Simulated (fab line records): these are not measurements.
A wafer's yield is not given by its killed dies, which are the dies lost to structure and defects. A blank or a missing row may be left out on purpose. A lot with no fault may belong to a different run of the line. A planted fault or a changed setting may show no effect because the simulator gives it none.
A lot that was struck, set against a sound lot + flow n5_finfet + 31 out of 1938 route steps
Sound: these wafers, L184.2, L184.3, L184.4. The struck wafers were L182.2, L182.5, L182.6. The cause is given at the end.
Per side, at each step with rows, come the tool, then ch with its chambers, and then its first start. Under that, the readings that differ: sound wafers + struck wafers + difference of the means + sigmas: that difference in standard deviations of wafers without a fault.
alike: words and numbers the same on both sides, and readings whose means are apart by under 2 such deviations; not compared: readings that were withheld, readings missing a value for some wafer, numbers with overlapping values and no deviation given by the record, and bounds like >300 which may hide the same value.
Wherever a step has rows on one side only, a row that says differs or no value, or a row with sigmas, the two part there. When numbers do not overlap yet have no deviation, they are printed without sigmas and do not part them. A reading that every wafer of one side lacks parts them only if that side has two wafers or more.

first, 10 steps without rows for these wafers: N5_FIN_CUT_STRIP_22 (strips in N2/H2); N5_FIN_CUT_PRECLEAN_36 (cleans in O3/DIW, time 60 s); N5_FIN_CUT_SRD_32 (time 30 s); N5_FIN_CUT_UV_OZONE_34 (time 120 s); N5_STI_FIN_REVEAL_ALD_00 (deposits SiO2, target thk 1 nm, pulse time 1 s); N5_STI_FIN_REVEAL_ALD_14 (deposits Si3N4, target thk 3 nm); N5_STI_FIN_REVEAL_FCVD_FILL_01 (material SiO2 flowable, target thk 312 nm, time 512.2 s); N5_STI_FIN_REVEAL_DENSIFY_02 (time 1800 s); N5_STI_FIN_REVEAL_CMP_04 (polishes, stops on Si3N4, t overpolish 4 s, target thk 131.83 nm); N5_STI_FIN_REVEAL_DENSIFY_30.
N5_STI_FIN_REVEAL_ETCHBACK_08: etches SiO2 in C4F6/O2, target depth 30.5 nm, time 10.167 s.
  sound on rie_diel-05 ch 1,2,3, day 8 06:49; struck on rie_diel-02 ch 0,1, day 7 19:44
  alike: drypump_motor_current_A, oes_ar_750_au, oes_f_703_au, oes_product_au, rf_vpp_V, showerhead_plenum_p_Torr, throttle_valve_pct
  not compared: rf_hours_counter_h
then, 16 steps without rows for these wafers: N5_STI_FIN_REVEAL_STRIP_24 (strips in N2/H2, time 90 s); N5_STI_FIN_REVEAL_PRECLEAN_25 (cleans in SPM, time 90 s); N5_STI_FIN_REVEAL_PRECLEAN_26 (cleans in SC1, time 45 s); N5_STI_FIN_REVEAL_PRECLEAN_29 (cleans in DHF, time 30 s); N5_STI_FIN_REVEAL_SRD_12 (time 30 s); N5_STI_FIN_REVEAL_RECESS_09 (chemistry HF/NH3, target SiO2, afs cycles 11, target depth 42.5 nm, sublimation time 60 s); N5_STI_FIN_REVEAL_STRIP_16 (strips SiNx in H3PO4, target depth 23.8 nm); N5_STI_FIN_REVEAL_PRECLEAN_17 (cleans in NF3:NH3, afs cycles 1, time 20 s, sublimation time 60 s); N5_STI_FIN_REVEAL_ETCH_34 (etches Si in H2, material Si, target depth 0.97 nm); N5_STI_FIN_REVEAL_OXIDATION_31 (chemistry O2 PLASMA REMOTE, time 20 s); N5_STI_FIN_REVEAL_PRECLEAN_32 (cleans in NF3:NH3, afs cycles 1, time 20 s, sublimation time 60 s); N5_STI_FIN_REVEAL_STRIP_35 (strips Si3N4 in H3PO4, target depth 4 nm, time 39 s); N5_STI_FIN_REVEAL_SRD_21 (time 30 s); N5_STI_FIN_REVEAL_OXIDATION_33 (chemistry O2 PLASMA REMOTE, time 20 s); N5_STI_FIN_REVEAL_CLEAN_19 (cleans in O3/DIW, time 120 s); N5_STI_FIN_REVEAL_SRD_23 (time 30 s).
N5_STI_FIN_REVEAL_FIN_H_MEAS_10:
  struck on ocd-02, day 7 22:43; sound on ocd-02, day 8 09:47
| reading              | sound          | struck         | difference | sigmas |
|----------------------|----------------|----------------|------------|--------|
| trench_depth_nm (nm) | 51.4 51.6 51.8 | 53.8 53.9 53.9 | +2.3       | +3     |
then, 1 step without rows for these wafers: N5_STI_FIN_REVEAL_PRECLEAN_18 (cleans in SC2, time 45 s).
-- a jump in the record: the struck wafers' starts before and after are 6 days apart (it breaks off in module STI_FIN_REVEAL and resumes in module BEOL_M4, where the first step shown is number 1111 of the route) --
N5_BEOL_M4_RC_MEAS_101:
  sound on prober-01 ch 0, day 14 14:32; struck on prober-01 ch 0, day 14 06:01
| reading        | sound          | struck         | difference | sigmas |
|----------------|----------------|----------------|------------|--------|
| IOFF_N (nA/um) | 0.23 0.23 0.23 | 0.15 0.14 0.15 | -0.08      | -2     |
| IOFF_P (nA/um) | 0.26 0.26 0.26 | 0.18 0.18 0.19 | -0.08      | -2     |
| VT_P (mV)      | -247 -247 -245 | -254 -252 -251 | -6         | -2     |
  alike: DIBL_N, DIBL_P, ION_N, ION_P, SS_N, SS_P, VT_N
-- a jump in the record: the struck wafers' starts before and after are 5 days apart (it breaks off in module BEOL_M4 and resumes in module PASSIVATION, where the first step shown is number 1936 of the route) --
N5_PASSIVATION_PROBE_49:
  only the struck wafers here have rows in the record (prober-01, day 18 19:25); the sound ones have none

== WHERE THEY PART ==
Last at N5_PASSIVATION_PROBE_49 as far as this record goes, first at N5_STI_FIN_REVEAL_FIN_H_MEAS_10.

WHY: what the simulator had put in
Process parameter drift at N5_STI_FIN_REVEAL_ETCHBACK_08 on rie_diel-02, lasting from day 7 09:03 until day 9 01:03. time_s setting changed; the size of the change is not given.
